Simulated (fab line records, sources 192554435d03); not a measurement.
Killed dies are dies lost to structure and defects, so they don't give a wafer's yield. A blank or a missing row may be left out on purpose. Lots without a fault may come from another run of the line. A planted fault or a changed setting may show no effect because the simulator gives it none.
Chamber matching | flow n5_finfet | N5_GATE_CUT_STRIP_42 on rie_diel-06: 4 sister chambers
The step strips in O2. 20 wafers are shown with their chamber, then 10 later ones without.

WAFERS WITH THEIR CHAMBER
wafer  | chamber | drypump_motor_current_A (A) | throttle_valve_pct (%) | showerhead_plenum_p_Torr (Torr)
L076.1 | 0       | 5.56                        | 16.36                  | 2.06
L076.2 | 2       | 5.33                        | 17.06                  | 2.01
L076.6 | 0       | 5.55                        | 16.34                  | 2.06
L081.1 | 0       | 5.58                        | 16.35                  | 2.05
L081.4 | 1       | 5.65                        | 16.76                  | 2.03
L081.6 | 3       | 5.86                        | 16.49                  | 2.00
L087.3 | 2       | 5.31                        | 17.10                  | 2.00
L087.4 | 1       | 5.63                        | 16.76                  | 2.03
L087.6 | 3       | 5.86                        | 16.52                  | 2.00
L088.1 | 1       | 5.66                        | 16.77                  | 2.03
L088.3 | 0       | 5.57                        | 16.37                  | 2.05
L088.4 | 1       | 5.66                        | 16.76                  | 2.03
L090.1 | 1       | 5.66                        | 16.78                  | 2.03
L090.2 | 3       | 5.85                        | 16.52                  | 2.00
L090.4 | 0       | 5.57                        | 16.38                  | 2.05
L093.1 | 0       | 5.56                        | 16.40                  | 2.05
L093.2 | 1       | 5.65                        | 16.78                  | 2.03
L093.5 | 3       | 5.87                        | 16.52                  | 2.00
L094.1 | 0       | 5.57                        | 16.40                  | 2.05
L094.3 | 1       | 5.64                        | 16.79                  | 2.02

SIGNATURES (means of the wafers above)
reading                  | chamber 0 | chamber 1 | chamber 2 | chamber 3 | scatter within a chamber
drypump_motor_current_A  | 5.5657    | 5.6500    | 5.3200    | 5.8600    | 0.0105
throttle_valve_pct       | 16.3714   | 16.7714   | 17.0800   | 16.5125   | 0.0188
showerhead_plenum_p_Torr | 2.0529    | 2.0286    | 2.0050    | 2.0000    | 0.00417
Rule: a wafer's distance from a chamber is the root of the sum, over the readings, of the square of ((its reading less the chamber's mean) divided by the reading's scatter). The wafer belongs to the nearest chamber; if the next one is less than 2 further off, it can't be placed. The scatter: the root of (the sum of the squares of (reading less its chamber's mean) over the shown wafers, divided by (wafers less chambers)).

WAFERS WITHOUT THEIR CHAMBER
wafer  | drypump_motor_current_A (A) | throttle_valve_pct (%) | showerhead_plenum_p_Torr (Torr)
L094.5 | 5.57                        | 16.40                  | 2.05
L095.4 | 5.31                        | 16.61                  | 2.27
L095.5 | 5.30                        | 16.61                  | 2.27
L095.6 | 5.64                        | 16.79                  | 2.02
L096.3 | 5.64                        | 16.79                  | 2.02
L096.5 | 5.66                        | 16.79                  | 2.02
L096.6 | 5.56                        | 16.41                  | 2.04
L097.2 | 5.56                        | 16.41                  | 2.04
L097.3 | 5.88                        | 16.55                  | 2.00
L097.5 | 5.88                        | 16.56                  | 2.00

WHICH CHAMBER EACH WENT THROUGH
wafer  | from the rows above | in truth
L094.5 | 0                   | 0
L095.4 | 0                   | 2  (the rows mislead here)
L095.5 | 0                   | 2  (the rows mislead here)
L095.6 | 1                   | 1
L096.3 | 1                   | 1
L096.5 | 1                   | 1
L096.6 | 0                   | 0
L097.2 | 0                   | 0
L097.3 | 3                   | 3
L097.5 | 3                   | 3
Placed correctly: 8 of 10. Can't be placed from these rows: 0. Placed wrongly: 2.
